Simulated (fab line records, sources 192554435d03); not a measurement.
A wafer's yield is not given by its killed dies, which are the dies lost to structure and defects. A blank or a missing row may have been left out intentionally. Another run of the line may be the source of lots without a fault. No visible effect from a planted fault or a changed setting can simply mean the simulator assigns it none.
Split-lot experiment :: flow n5_finfet :: 21 wafers read from 7 lots, route of 1938 steps

ABOUT THE SPLIT
At N5_BEOL_M7_EXPOSE_25 (exposes mask V6, target cd 40 nm), the setting dose_mj was moved away from the recipe's 42.5 on 6 of the 21 wafers read, by -5.0% to -3.2%. For the rest of the wafers, this setting stayed at what the recipe calls for.

FROM THE SPLIT TO THE READING: what the file shows between them, 2 steps
- N5_BEOL_M7_PEB_26: peb time 60 s
- N5_BEOL_M7_DEVELOP_27: develop time 30 s

THE READING
At N5_BEOL_M7_CD_MEAS_28: cd_nm in nanometres, against a target cd of 40 nm. Typical for fault-free wafers on this fab line: 40.03 nm, with standard deviation 0.24 nm.

wafer: L076.1
tool, chamber at the split: euv_scanner-01, 0
dose_mj as run: 42.5
against the recipe: recipe
cd_nm, nm: 40.03
against lot-mates on the recipe: -

wafer: L076.3
tool, chamber at the split: euv_scanner-01, 0
dose_mj as run: 42.5
against the recipe: recipe
cd_nm, nm: 39.90
against lot-mates on the recipe: -

wafer: L076.5
tool, chamber at the split: euv_scanner-01, 0
dose_mj as run: 42.5
against the recipe: recipe
cd_nm, nm: 40.21
against lot-mates on the recipe: -

wafer: L088.2
tool, chamber at the split: euv_scanner-02, 0
dose_mj as run: 40.7
against the recipe: -4.2%
cd_nm, nm: 39.10
against lot-mates on the recipe: -1.11

wafer: L088.3
tool, chamber at the split: euv_scanner-02, 0
dose_mj as run: 40.7
against the recipe: -4.2%
cd_nm, nm: 38.85
against lot-mates on the recipe: -1.36

wafer: L088.4
tool, chamber at the split: euv_scanner-02, 0
dose_mj as run: 42.5
against the recipe: recipe
cd_nm, nm: 40.21
against lot-mates on the recipe: -

wafer: L089.2
tool, chamber at the split: euv_scanner-02, 0
dose_mj as run: 42.5
against the recipe: recipe
cd_nm, nm: 39.82
against lot-mates on the recipe: -

wafer: L089.3
tool, chamber at the split: euv_scanner-02, 0
dose_mj as run: 42.5
against the recipe: recipe
cd_nm, nm: 39.96
against lot-mates on the recipe: -

wafer: L089.4
tool, chamber at the split: euv_scanner-02, 0
dose_mj as run: 42.5
against the recipe: recipe
cd_nm, nm: 39.44
against lot-mates on the recipe: -

wafer: L091.1
tool, chamber at the split: euv_scanner-01, 0
dose_mj as run: 42.5
against the recipe: recipe
cd_nm, nm: 39.87
against lot-mates on the recipe: -

wafer: L091.4
tool, chamber at the split: euv_scanner-01, 0
dose_mj as run: 42.5
against the recipe: recipe
cd_nm, nm: 40.26
against lot-mates on the recipe: -

wafer: L091.6
tool, chamber at the split: euv_scanner-01, 0
dose_mj as run: 42.5
against the recipe: recipe
cd_nm, nm: 40.53
against lot-mates on the recipe: -

wafer: L092.1
tool, chamber at the split: euv_scanner-02, 0
dose_mj as run: 41.15
against the recipe: -3.2%
cd_nm, nm: 39.37
against lot-mates on the recipe: -0.32

wafer: L092.3
tool, chamber at the split: euv_scanner-02, 0
dose_mj as run: 42.5
against the recipe: recipe
cd_nm, nm: 39.69
against lot-mates on the recipe: -

wafer: L092.6
tool, chamber at the split: euv_scanner-02, 0
dose_mj as run: 41.15
against the recipe: -3.2%
cd_nm, nm: 39.26
against lot-mates on the recipe: -0.43

wafer: L095.1
tool, chamber at the split: euv_scanner-01, 0
dose_mj as run: 42.5
against the recipe: recipe
cd_nm, nm: 39.82
against lot-mates on the recipe: -

wafer: L095.4
tool, chamber at the split: euv_scanner-01, 0
dose_mj as run: 42.5
against the recipe: recipe
cd_nm, nm: 40.05
against lot-mates on the recipe: -

wafer: L095.6
tool, chamber at the split: euv_scanner-01, 0
dose_mj as run: 42.5
against the recipe: recipe
cd_nm, nm: 39.76
against lot-mates on the recipe: -

wafer: L096.1
tool, chamber at the split: euv_scanner-02, 0
dose_mj as run: 40.36
against the recipe: -5.0%
cd_nm, nm: 38.66
against lot-mates on the recipe: -1.41

wafer: L096.3
tool, chamber at the split: euv_scanner-02, 0
dose_mj as run: 42.5
against the recipe: recipe
cd_nm, nm: 40.07
against lot-mates on the recipe: -

wafer: L096.4
tool, chamber at the split: euv_scanner-02, 0
dose_mj as run: 40.36
against the recipe: -5.0%
cd_nm, nm: 39.08
against lot-mates on the recipe: -0.99

THE FIT
A straight line over all 21 wafers: cd_nm changes by +0.223 nm for each +1% of dose_mj; r = +0.88; the points scatter about the line by 0.24 nm.
The same after taking each lot's own level away (the mean of its wafers on the recipe; 21 wafers): +0.236 nm for each +1%; r = +0.90; scatter 0.23 nm.
The reading moves by 1.2 nm for the largest change in dose_mj, on that fit.
Measured against the standard deviation above, the lots' own levels, which go from 39.690 to 40.220 nm, span 2.2 times it.
So the lot-to-lot level changes the slope little: the two slopes agree.
Check: with one of the wafers moved furthest among these (-5.0%) left out of the fit, the line predicts -1.1 nm for it against its lot-mates. It came out at -1.41 nm against them.

THESE WAFERS: OTHER SPLITS
These wafers also went through other splits before the reading. Each is held against what the fit with the lots' levels taken away leaves over:
other split on the same wafers: N5_BEOL_M6_COAT_22 spin_rpm
wafers away from the commonest value: 7
r with cd_nm (lot level and that fit taken away): +0.47

other split on the same wafers: N5_BEOL_M6_DESCUM_33 time_s
wafers away from the commonest value: 7
r with cd_nm (lot level and that fit taken away): +0.14

THE WHOLE CHAIN: every reading that the file lists as answering this split, in the file's order
step: N5_BEOL_M7_CD_MEAS_28
what it does: target cd 40 nm
reading: cd_nm
change (the file's fit): +0.233 nm for each +1% of the setting
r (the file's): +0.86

step: N5_BEOL_M7_DESCUM_33
what it does: chemistry O2, time 7 s
reading: BEOL_M7.cd_nm (the simulator's own value, which no gauge read)
change (the file's fit): +0.212 nm for each +1% of the setting
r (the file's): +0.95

step: N5_BEOL_M7_ETCH_72
what it does: etches underlayer in N2/H2, target depth 6.5 nm, time 5.2 s
reading: BEOL_M7.cd_nm (the simulator's own value, which no gauge read)
change (the file's fit): +0.22 nm for each +1% of the setting
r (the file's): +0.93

THE FILE'S OWN FIT
cd_nm changes by +0.233 nm for each +1% of dose_mj, r = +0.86.
